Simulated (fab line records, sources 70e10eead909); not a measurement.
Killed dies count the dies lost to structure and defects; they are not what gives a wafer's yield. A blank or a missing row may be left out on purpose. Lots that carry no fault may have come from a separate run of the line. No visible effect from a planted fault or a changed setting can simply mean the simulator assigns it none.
Chamber matching | flow nand_harc | NHARC_A_ZERO_WELL_DESCUM_12 on rie_diel-11: 4 sister chambers
The step chemistry O2, time 3 s. 18 wafers are shown with their chamber, then 9 later ones without.

## WAFERS, EACH WITH ITS CHAMBER
wafer  | chamber | drypump_motor_current_A (A) | showerhead_plenum_p_Torr (Torr) | oes_product_au (a.u.)
L074.1 | 1       | 5.9                         | 1.91                            | 0.987
L074.5 | 3       | 6.2                         | 1.88                            | 1.009
L074.6 | 2       | 5.7                         | 1.86                            | 1.005
L075.1 | 2       | 5.7                         | 1.86                            | 1.011
L075.2 | 3       | 6.2                         | 1.88                            | 1.014
L075.3 | 1       | 5.9                         | 1.91                            | 0.997
L075.4 | 0       | 5.9                         | 1.80                            | 1.011
L075.5 | 2       | 5.7                         | 1.86                            | 1.000
L075.6 | 1       | 5.9                         | 1.91                            | 1.000
L083.1 | 2       | 5.7                         | 1.85                            | 0.988
L083.3 | 3       | 6.2                         | 1.87                            | 1.007
L083.4 | 1       | 5.8                         | 1.90                            | 0.980
L084.1 | 0       | 5.9                         | 1.80                            | 0.996
L084.2 | 1       | 5.9                         | 1.90                            | 0.974
L084.3 | 2       | 5.7                         | 1.85                            | 0.993
L085.3 | 0       | 5.9                         | 1.80                            | 0.988
L085.5 | 1       | 5.8                         | 1.90                            | 0.988
L085.6 | 2       | 5.7                         | 1.85                            | 1.004

SIGNATURES, as means of the wafers listed above
reading                  | chamber 0 | chamber 1 | chamber 2 | chamber 3 | scatter within a chamber
drypump_motor_current_A  | 5.900     | 5.867     | 5.700     | 6.200     | 0.0309
showerhead_plenum_p_Torr | 1.8000    | 1.9050    | 1.8550    | 1.8767    | 0.00512
oes_product_au           | 0.99833   | 0.98767   | 1.00017   | 1.01000   | 0.00902
Rule: a wafer lies at a distance from a chamber equal to the root of the sum of squares, over the readings, of (its reading less the chamber's mean, divided by the reading's scatter). If the next closest chamber is less than 2 further off than the closest, the wafer can't be placed; otherwise it belongs to the closest. The scatter: take each reading less its chamber's mean, square it, sum over the shown wafers, divide by the number of wafers less the number of chambers, and take the root.

## WAFERS WITH NO CHAMBER GIVEN
wafer  | drypump_motor_current_A (A) | showerhead_plenum_p_Torr (Torr) | oes_product_au (a.u.)
L091.2 | 5.7                         | 1.85                            | 1.002
L091.3 | 6.2                         | 1.87                            | 1.006
L091.4 | 5.8                         | 1.90                            | 0.992
L095.1 | 5.9                         | 1.79                            | 1.001
L095.3 | 5.7                         | 1.85                            | 1.012
L095.4 | 5.9                         | 1.90                            | 0.980
L097.3 | 5.9                         | 1.79                            | 1.003
L097.4 | 5.9                         | 1.90                            | 0.967
L097.5 | 6.2                         | 1.87                            | 1.018

## WHICH CHAMBER EACH WENT THROUGH
wafer  | from the rows above | in truth
L091.2 | 2                   | 2
L091.3 | 3                   | 3
L091.4 | 1                   | 1
L095.1 | 0                   | 0
L095.3 | 2                   | 2
L095.4 | 1                   | 1
L097.3 | 0                   | 0
L097.4 | 1                   | 1
L097.5 | 3                   | 3
Placed correctly: 9 of 9. Can't be placed from these rows: 0. Wrongly placed: 0.
